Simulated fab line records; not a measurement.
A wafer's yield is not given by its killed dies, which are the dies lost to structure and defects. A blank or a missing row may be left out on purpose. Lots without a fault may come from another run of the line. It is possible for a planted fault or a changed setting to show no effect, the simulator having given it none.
Lot-split experiment + flow n5 finfet + 7 lots, 39 wafers read, on a route of 1938 steps

## ON THE SPLIT
At N5_BEOL_M9_TRENCH_ETCH_37 (etches SiCOH lowk in C4F6/O2, target depth 151.43 nm, time 49 s), the setting target depth a was moved away from the recipe's 1514.3 angstrom on 9 of the 39 wafers read, by -24.7% to +50.2%. This setting was run at the recipe's value on the other wafers.

## FROM THE SPLIT TO THE READING: what the file shows between them, 11 steps
- N5_BEOL_M9_ETCH_41: etches SiCN in CH3F/O2, target depth 36.6 nm, time 70.1 s
- N5_BEOL_M9_STRIP_80: strips in N2/H2, time 10 s
- N5_BEOL_M9_OCD_MEAS_38
- N5_BEOL_M9_HM_STRIP_39: strips TiN in peroxide tin strip, target depth 25 nm, time 158 s
- N5_BEOL_M9_SRD_40: time 30 s
- N5_BEOL_M9_ECD_50: material Cu, target thk 318 nm
- N5_BEOL_M9_ANNEAL_51: time 90 s
- N5_BEOL_M9_CMP_52: polishes, stops on SiCOH lowk, t overpolish 7 s, target thk 140 nm
- N5_BEOL_M9_THK_MEAS_53: measures by xrf
- N5_BEOL_M9_PRE_CLEAN_55: time 15 s
- N5_BEOL_M9_DEP_56: deposits SiCN from 3MS/NH3, target thk 15 nm, time 26.5 s

## THE READING
M9_RS in ohm/sq, measured at N5_BEOL_M9_RS_MEAS_57 by four-point-probe. Fault-free wafers of this fab line usually give 0.153 ohm/sq, standard deviation 0.0049 ohm/sq.

| wafer  | tool, chamber at the split | target depth a as run, angstrom | against the recipe | M9_RS, ohm/sq | against lot-mates on the recipe |
|--------|----------------------------|---------------------------------|--------------------|---------------|---------------------------------|
| L076.1 | rie diel-04, 0             | 1514.3                          | recipe             | 0.154         | -                               |
| L076.2 | rie diel-04, 1             | 1179                            | -22.1%             | 0.211         | +0.057                          |
| L076.3 | rie diel-04, 2             | 1514.3                          | recipe             | 0.149         | -                               |
| L076.4 | rie diel-04, 3             | 1514.3                          | recipe             | 0.159         | -                               |
| L076.5 | rie diel-04, 0             | 1179                            | -22.1%             | 0.205         | +0.051                          |
| L076.6 | rie diel-04, 3             | 1179                            | -22.1%             | 0.218         | +0.064                          |
| L078.1 | rie diel-06, 1             | 1514.3                          | recipe             | 0.150         | -                               |
| L078.2 | rie diel-06, 2             | 1514.3                          | recipe             | 0.161         | -                               |
| L078.3 | rie diel-06, 3             | 1514.3                          | recipe             | 0.148         | -                               |
| L078.4 | rie diel-06, 0             | 1514.3                          | recipe             | 0.160         | -                               |
| L078.5 | rie diel-06, 0             | 1514.3                          | recipe             | 0.160         | -                               |
| L078.6 | rie diel-06, 3             | 1514.3                          | recipe             | 0.148         | -                               |
| L080.1 | rie diel-06, 3             | 1514.3                          | recipe             | 0.152         | -                               |
| L080.2 | rie diel-06, 2             | 1514.3                          | recipe             | 0.157         | -                               |
| L080.3 | rie diel-06, 1             | 1514.3                          | recipe             | 0.151         | -                               |
| L080.4 | rie diel-06, 0             | 1514.3                          | recipe             | 0.160         | -                               |
| L080.5 | rie diel-06, 0             | 1514.3                          | recipe             | 0.159         | -                               |
| L080.6 | rie diel-06, 1             | 1514.3                          | recipe             | 0.149         | -                               |
| L082.3 | rie diel-04, 1             | 1514.3                          | recipe             | 0.157         | -                               |
| L082.4 | rie diel-04, 3             | 1514.3                          | recipe             | 0.159         | -                               |
| L082.5 | rie diel-04, 0             | 1514.3                          | recipe             | 0.153         | -                               |
| L084.1 | rie diel-03, 0             | 1514.3                          | recipe             | 0.156         | -                               |
| L084.2 | rie diel-03, 2             | 1514.3                          | recipe             | 0.148         | -                               |
| L084.3 | rie diel-03, 1             | 1514.3                          | recipe             | 0.152         | -                               |
| L084.4 | rie diel-03, 3             | 1514.3                          | recipe             | 0.142         | -                               |
| L084.5 | rie diel-03, 1             | 1514.3                          | recipe             | 0.152         | -                               |
| L084.6 | rie diel-03, 2             | 1514.3                          | recipe             | 0.149         | -                               |
| L091.1 | rie diel-03, 1             | 1514.3                          | recipe             | 0.154         | -                               |
| L091.2 | rie diel-03, 3             | 2275                            | +50.2%             | 0.093         | -0.059                          |
| L091.3 | rie diel-03, 0             | 1514.3                          | recipe             | 0.154         | -                               |
| L091.4 | rie diel-03, 1             | 2275                            | +50.2%             | 0.096         | -0.056                          |
| L091.5 | rie diel-03, 3             | 1514.3                          | recipe             | 0.148         | -                               |
| L091.6 | rie diel-03, 0             | 2275                            | +50.2%             | 0.097         | -0.055                          |
| L097.1 | rie diel-04, 2             | 1141                            | -24.7%             | 0.213         | +0.059                          |
| L097.2 | rie diel-04, 0             | 1141                            | -24.7%             | 0.213         | +0.059                          |
| L097.3 | rie diel-04, 3             | 1514.3                          | recipe             | 0.155         | -                               |
| L097.4 | rie diel-04, 0             | 1514.3                          | recipe             | 0.152         | -                               |
| L097.5 | rie diel-04, 3             | 1514.3                          | recipe             | 0.155         | -                               |
| L097.6 | rie diel-04, 2             | 1141                            | -24.7%             | 0.211         | +0.057                          |

FIT RESULTS
A straight line over all 39 wafers: M9_RS changes by -0.00157 ohm/sq for each +1% of target depth a; r = -0.93; the points scatter about the line by 0.01 ohm/sq.
The same after taking each lot's own level away (the mean of its wafers on the recipe; 39 wafers): -0.00154 ohm/sq for each +1%; r = -0.93; scatter 0.01 ohm/sq.
The reading moves by 0.077 ohm/sq for the largest change in target depth a, on that fit.
From 0.1498 to 0.1563 ohm/sq: that is the span of the lots' own levels, equal to 1.3 times the standard deviation above.
The two slopes are in agreement: the lot-to-lot level therefore moves the slope only a little.
Check: with one of the wafers moved furthest among these (+50.2%) left out of the fit, the line predicts -0.0769 ohm/sq for it against its lot-mates. Against them it came out at -0.059 ohm/sq.

## THE WHOLE CHAIN: every reading that the file lists as answering this split, in the file's order
| step                      | what it does                                                       | reading                                                                          | change (the file's fit)                | r (the file's) |
|---------------------------|--------------------------------------------------------------------|----------------------------------------------------------------------------------|----------------------------------------|----------------|
| N5_BEOL_M9_TRENCH_ETCH_37 | etches SiCOH lowk in C4F6/O2, target depth 151.43 nm, time 49 s    | BEOL_M9.feature depth nm (the simulator's own value, which no gauge read)        | +1.5 nm for each +1% of the setting    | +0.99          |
| N5_BEOL_M9_TRENCH_ETCH_37 | etches SiCOH lowk in C4F6/O2, target depth 151.43 nm, time 49 s    | etch.depth nm (the simulator's own value, which no gauge read)                   | +1.5 nm for each +1% of the setting    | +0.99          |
| N5_BEOL_M9_TRENCH_ETCH_37 | etches SiCOH lowk in C4F6/O2, target depth 151.43 nm, time 49 s    | TiN_of_BEOL_M9_HM_DEP_02.thk nm (the simulator's own value, which no gauge read) | -0.0391 nm for each +1% of the setting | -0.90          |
| N5_BEOL_M9_OCD_MEAS_38    |                                                                    | trench depth nm                                                                  | +1.5 nm for each +1% of the setting    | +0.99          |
| N5_BEOL_M9_CMP_52         | polishes, stops on SiCOH lowk, t overpolish 7 s, target thk 140 nm | Cu_of_BEOL_M9_ECD_50.thk nm (the simulator's own value, which no gauge read)     | +1.49 nm for each +1% of the setting   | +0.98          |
| N5_BEOL_M9_THK_MEAS_53    | measures by xrf                                                    | M9_THK                                                                           | +1.48 for each +1% of the setting      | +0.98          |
| N5_BEOL_M9_RS_MEAS_57     | measures by four-point-probe                                       | M9_RS                                                                            | -0.00154 for each +1% of the setting   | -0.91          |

## THE FILE'S OWN FIT
M9_RS changes by -0.00154 ohm/sq for each +1% of target depth a, r = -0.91.
